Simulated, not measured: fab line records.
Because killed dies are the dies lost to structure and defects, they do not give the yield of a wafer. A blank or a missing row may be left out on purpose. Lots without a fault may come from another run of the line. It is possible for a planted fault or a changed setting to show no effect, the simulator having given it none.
Chamber matching	flow nand harc	NHARC_A_M1_PRE_CLEAN_32 on pecvd-03: 3 sister chambers
The step time 12 s. 3 wafers are shown with their chamber, then 7 later ones without.

## WAFERS WITH THEIR CHAMBER
wafer	chamber	heater power outer w (W)
L086.6	0	339
L089.1	1	341
L089.3	2	467

## WAFERS WITHOUT THEIR CHAMBER
wafer	heater power outer w (W)
L089.6	343
L088.2	408
L088.4	357
L088.5	401
L097.2	406
L097.4	393
L097.5	371

## CHAMBER TAKEN BY EACH
wafer	from the rows above	in truth
L089.6	can't be placed: 1 or 0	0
L088.2	can't be placed: 2 or 1 or 0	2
L088.4	can't be placed: 1 or 0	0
L088.5	can't be placed: 1 or 0 or 2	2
L097.2	can't be placed: 2 or 1 or 0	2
L097.4	can't be placed: 1 or 0 or 2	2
L097.5	can't be placed: 1 or 0 or 2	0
Placed correctly: 0 of 7. Cannot be placed on the basis of these rows: 7; the candidates contain the true chamber in 7. Placed wrongly: 0.
How it was worked out, from the rows above alone: a wafer's distance from a chamber is the root of the sum, over the readings, of the square of ((its reading less the chamber's mean) divided by the reading's scatter). If the next closest chamber is less than 2 further off than the closest, the wafer can't be placed; otherwise it belongs to the closest. A chamber's mean is the mean of its shown wafers. The scatter: with one shown wafer a chamber, the root of the mean of the squares of how far each hidden wafer lies from its nearest shown one.
